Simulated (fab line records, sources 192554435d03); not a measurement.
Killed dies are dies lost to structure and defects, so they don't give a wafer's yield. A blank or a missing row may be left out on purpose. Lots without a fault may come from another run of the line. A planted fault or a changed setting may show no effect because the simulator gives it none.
Which tool did it? | flow n5_finfet | 6 lots, 15 wafers sampled, at 5 steps of a route of 1938

WHAT THE GAUGES READ, wafer by wafer
N5_BEOL_M4_RC_MEAS_101.
lot  | measured     | on        | DIBL_N (mV/V)
L818 | day 9 07:46  | prober-01 | 33.9 34.9 34.1
L820 | day 10 03:01 | prober-02 | 36.8 37.5
L826 | day 10 20:46 | prober-01 | 37.1 34.2 35.5
L825 | day 11 00:23 | prober-02 | 36.5 35.9
L830 | day 11 23:43 | prober-01 | 37.7 36.0 36.5
L837 | day 14 09:00 | prober-02 | 35.6 35.0

WHICH TOOL RAN EACH LOT (tool, then ch and the chambers of the sampled wafers, then the start)
lot  | N5_BEOL_M3_ANNEAL_49         | N5_BEOL_M3_SPUTTER_79        | N5_BEOL_M3_SPUTTER_86        | N5_BEOL_M3_ANNEAL_87
L818 | pvd_sputter-01, day 8 16:28  | pvd_sputter-01, day 8 16:37  | pvd_sputter-01, day 8 17:03  | pvd_sputter-01, day 8 17:08
L820 | pvd_sputter-02, day 9 11:02  | pvd_sputter-02, day 9 11:08  | pvd_sputter-02, day 9 11:35  | pvd_sputter-02, day 9 11:41
L826 | pvd_sputter-01, day 10 05:47 | pvd_sputter-01, day 10 05:56 | pvd_sputter-01, day 10 06:22 | pvd_sputter-01, day 10 06:27
L825 | pvd_sputter-01, day 10 07:38 | pvd_sputter-01, day 10 07:46 | pvd_sputter-01, day 10 08:13 | pvd_sputter-01, day 10 08:17
L830 | pvd_sputter-02, day 11 09:33 | pvd_sputter-02, day 11 09:41 | pvd_sputter-02, day 11 10:08 | pvd_sputter-02, day 11 10:13
L837 | pvd_sputter-02, day 13 16:14 | pvd_sputter-02, day 13 16:23 | pvd_sputter-02, day 13 16:49 | pvd_sputter-02, day 13 16:54
- N5_BEOL_M3_ANNEAL_49: time 240 s.
- N5_BEOL_M3_SPUTTER_79: material Cu, target thk 4.5 nm, time 8.29 s.
- N5_BEOL_M3_SPUTTER_86: material Cu, target thk 4.5 nm, time 8.29 s.
- N5_BEOL_M3_ANNEAL_87: time 240 s.

THE ANSWER, worked out from the rows above alone
Rule: what is usual is taken from the lots themselves. Put in order of their means at a reading, lots are off if they are a third of the lots or fewer, leave a main group of 4 or more, and stand apart from it by a gap of 3 or more times the standard deviation of the main group's means; of several such gaps the widest counts. A main group whose means are all the same, to the digits that the tables above print for the reading, isn't used. A lot without any number at a reading at which 4 lots or more have one is off too. The other lots that the step has rows for count as sound.
No lot is off at any reading shown: from this, nothing can be told.

WHAT THE SIMULATOR HAD PUT IN
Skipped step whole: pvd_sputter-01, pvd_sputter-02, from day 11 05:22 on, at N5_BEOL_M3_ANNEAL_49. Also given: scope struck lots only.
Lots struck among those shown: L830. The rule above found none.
